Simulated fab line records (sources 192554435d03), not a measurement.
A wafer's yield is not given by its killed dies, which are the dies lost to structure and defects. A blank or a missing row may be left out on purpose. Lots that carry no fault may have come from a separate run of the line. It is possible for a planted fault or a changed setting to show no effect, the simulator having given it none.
Matching of chambers / flow n5 finfet / N5_BEOL_M4_ETCH_63 on rie diel-06: 4 sister chambers
The step etches SiARC in CF4, target depth 15.6 nm, time 26 s. 4 wafers are shown with their chamber, then 11 later ones without.

WAFERS WITH THEIR CHAMBER
wafer=L080.6; chamber=2; drypump motor current A (A)=5.66
wafer=L092.4; chamber=0; drypump motor current A (A)=5.55
wafer=L092.5; chamber=1; drypump motor current A (A)=5.94
wafer=L091.1; chamber=3; drypump motor current A (A)=6.02

WAFERS MISSING THEIR CHAMBER
wafer=L091.2; drypump motor current A (A)=5.94
wafer=L091.6; drypump motor current A (A)=6.04
wafer=L093.2; drypump motor current A (A)=5.96
wafer=L093.4; drypump motor current A (A)=5.63
wafer=L093.5; drypump motor current A (A)=5.59
wafer=L096.1; drypump motor current A (A)=6.04
wafer=L096.2; drypump motor current A (A)=5.90
wafer=L096.3; drypump motor current A (A)=5.54
wafer=L097.1; drypump motor current A (A)=6.03
wafer=L097.2; drypump motor current A (A)=5.68
wafer=L097.6; drypump motor current A (A)=5.94

WHICH CHAMBER EACH WENT THROUGH
wafer=L091.2; from the rows above=1; in truth=1
wafer=L091.6; from the rows above=3; in truth=3
wafer=L093.2; from the rows above=can't be placed: 1 or 3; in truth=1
wafer=L093.4; from the rows above=2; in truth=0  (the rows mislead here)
wafer=L093.5; from the rows above=can't be placed: 0 or 2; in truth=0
wafer=L096.1; from the rows above=3; in truth=3
wafer=L096.2; from the rows above=1; in truth=1
wafer=L096.3; from the rows above=0; in truth=0
wafer=L097.1; from the rows above=3; in truth=3
wafer=L097.2; from the rows above=2; in truth=2
wafer=L097.6; from the rows above=1; in truth=1
Placed correctly: 8 of 11. These rows do not allow placing 2 (true chamber among the candidates in 2). Number placed wrongly: 1.
How it was worked out, from the rows above alone: a wafer's distance from a chamber is the root of the sum, over the readings, of the square of ((its reading less the chamber's mean) divided by the reading's scatter). If the next closest chamber is less than 2 further off than the closest, the wafer can't be placed; otherwise it belongs to the closest. A chamber's mean is the mean of its shown wafers. The scatter: with one shown wafer a chamber, the root of the mean of the squares of how far each hidden wafer lies from its nearest shown one.
